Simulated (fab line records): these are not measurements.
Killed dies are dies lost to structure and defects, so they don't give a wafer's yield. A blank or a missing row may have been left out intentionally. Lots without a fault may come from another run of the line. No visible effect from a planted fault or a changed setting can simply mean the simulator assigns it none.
Struck lot and sound lot, side by side -- flow nand-harc -- 15 out of 1159 route steps
Sound: wafers L248.3, L248.5, L248.6. The struck wafers were L244.2, L244.5, L244.6. The cause comes at the end.
Order at every step that has rows: each side's tool, ch and its chambers, its first start. Under that, the readings that differ: sound wafers -- struck wafers -- difference of the means -- sigmas: that difference in standard deviations of wafers without a fault.
alike: same words and numbers on both sides, and readings whose means sit less than 2 such deviations apart. not compared: any withheld reading, any reading some wafer has no value for, any bound like >300 that may hide the same value, and any number with overlapping values for which the record gives no deviation.
The two part at a step that has a row with sigmas, a row that says differs or no value, or rows on one side only. Non-overlapping numbers with no deviation appear without sigmas and do not part them. A reading that every wafer of one side lacks parts them only if that side has two wafers or more.

NHARC_A_M0_INSPECT_11:
  struck on defect-inspect-02, day 21 17:43; sound on defect-inspect-01, day 22 14:15
  alike: raw-defect-count
NHARC_A_M0_DESCUM_14: chemistry O2, time 3 s.
  sound on rie-diel-12 ch 0,3, day 22 14:20; struck on rie-diel-12 ch 0,2,3, day 21 17:47
  alike: drypump-motor-current-A, oes-product-au, rf-vpp-V, showerhead-plenum-p-Torr, throttle-valve-pct
  not compared: rf-hours-counter-h
then, 2 steps without rows for these wafers: NHARC_A_M0_ETCH_34 (etches the open film in N2/H2, target depth 40 nm, overetch 12 nm, time 43.94 s); NHARC_A_M0_ETCH_15 (etches the open film in C4F8/Ar, target depth 150 nm, overetch 15 nm, time 82.5 s).
NHARC_A_M0_CD_MEAS_16:
  struck on cd-sem-02, day 21 18:04; sound on cd-sem-02, day 22 14:40
  alike: cd-nm
then, 3 steps without rows for these wafers: NHARC_A_M0_STRIP_18 (strips in N2/H2); NHARC_A_M0_STRIP_19 (strips in post etch residue remover, time 600 s); NHARC_A_M0_DEGAS_28 (time 60 s).
NHARC_A_M0_PRE_CLEAN_29: time 30 s.
  sound on pvd-sputter-03; struck on pvd-sputter-03
  alike: heater-power-w
NHARC_A_M0_PVD_20: deposits TaN, target thk 5 nm, time 8.06 s.
  sound on pvd-sputter-03; struck on pvd-sputter-03
  alike: substrate-temp-c, throttle-valve-pct
NHARC_A_M0_PVD_21: deposits Cu, target thk 30 nm, time 20.49 s.
  sound on pvd-sputter-03; struck on pvd-sputter-03
  alike: substrate-temp-c, throttle-valve-pct
then, 1 step without rows for these wafers: NHARC_A_M0_ECD_22 (material Cu, target thk 400 nm).
NHARC_A_M0_ANNEAL_30: time 90 s.
  struck on rtp-anneal-01, day 21 19:34; sound on rtp-anneal-02 ch 0, day 22 16:07
  no value came back on the struck wafers for anneal-temp-c (C), anneal-temp-c-max, wafer_temp_C_max; on the sound wafers anneal-temp-c (C) reads 225.01 224.68 224.78
NHARC_A_M0_CMP_23: polishes, t overpolish 20 s, target thk 113.75 nm.
  sound on cmp-04 ch 0,1,2, day 22 16:27; struck on cmp-03 ch 0,1,3, day 21 19:56
  alike: motor-current-A, slurry-flow-ml-min, time-to-endpoint-s
NHARC_END_SORT_01:
  sound on prober-01 ch 0, day 24 09:11; struck on prober-01 ch 0, day 23 16:43
reading,sound,struck,difference,sigmas
defect-limited-yield (%),94.8 92.8 95.3,89.4 90.3 88.0,-5.1,-3
killed-at-array,35 47 29,64 63 77,+31,+3
killed-dies,35 49 32,72 66 81,+34,+3
sort_bin_2_pct (%),1.8 2.5 1.2,5.8 5.5 7.1,+4.3,+7
sort-n-pass,642 628 645,605 611 596,-34,-3
sort-yield-pct (%),94.8 92.8 95.3,89.4 90.3 88.0,-5.1,-3
  alike: killed-at-other, killed-at-periphery, killed-open, killed-short, sort_bin_3_pct, sort_bin_4_pct, sort-rim-yield-pct

## WHERE THEY PART
Earliest at NHARC_A_M0_ANNEAL_30; latest, in this record, at NHARC_END_SORT_01.

WHY: the cause the simulator had injected
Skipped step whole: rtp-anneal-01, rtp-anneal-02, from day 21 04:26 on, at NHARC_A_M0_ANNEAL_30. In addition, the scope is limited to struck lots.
